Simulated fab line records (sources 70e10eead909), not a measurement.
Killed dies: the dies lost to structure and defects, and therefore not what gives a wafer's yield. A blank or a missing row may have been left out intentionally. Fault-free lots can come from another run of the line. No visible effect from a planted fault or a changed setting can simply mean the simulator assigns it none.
Matching of chambers -- flow nand_harc -- rie_diel-11 running NHARC_P_ZERO_WELL_DESCUM_26: 4 sister chambers
The step chemistry O2, time 3 s. 8 wafers are shown with their chamber, then 8 later ones without.

== WAFERS PAIRED WITH THEIR CHAMBERS ==
wafer,chamber,o2_flow_sccm (sccm),oes_product_au (a.u.)
L089.3,3,200.7,0.993
L090.1,1,199.0,0.991
L090.4,2,200.0,1.006
L090.5,0,199.5,1.010
L091.3,3,200.5,0.991
L091.4,0,199.2,1.023
L091.5,2,200.7,1.001
L094.1,1,199.7,1.000

== WAFERS WITHOUT THEIR CHAMBER ==
wafer,o2_flow_sccm (sccm),oes_product_au (a.u.)
L094.3,200.9,0.991
L094.6,200.7,0.986
L096.2,200.1,1.014
L096.4,199.9,0.982
L096.5,200.0,1.008
L097.1,200.8,0.992
L097.2,200.1,1.003
L097.6,199.3,0.997

== EACH ONE'S CHAMBER ==
wafer,from the rows above,in truth
L094.3,can't be placed: 3 or 2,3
L094.6,3,3
L096.2,can't be placed: 2 or 0 or 1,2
L096.4,can't be placed: 3 or 1 or 2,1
L096.5,can't be placed: 2 or 0 or 1 or 3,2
L097.1,can't be placed: 3 or 2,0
L097.2,can't be placed: 2 or 3 or 1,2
L097.6,1,1
Placed correctly: 2 of 8. Cannot be placed on the basis of these rows: 6; the candidates contain the true chamber in 5. Wrongly placed: 0.
How it was worked out, from the rows above alone: a wafer's distance from a chamber is the root of the sum, over the readings, of the square of ((its reading less the chamber's mean) divided by the reading's scatter). If the next closest chamber is less than 2 further off than the closest, the wafer can't be placed; otherwise it belongs to the closest. A chamber's mean is the mean of its shown wafers. The scatter is the square root of a quotient: the sum, over the shown wafers, of each reading's squared deviation from its chamber's mean, divided by wafers minus chambers.
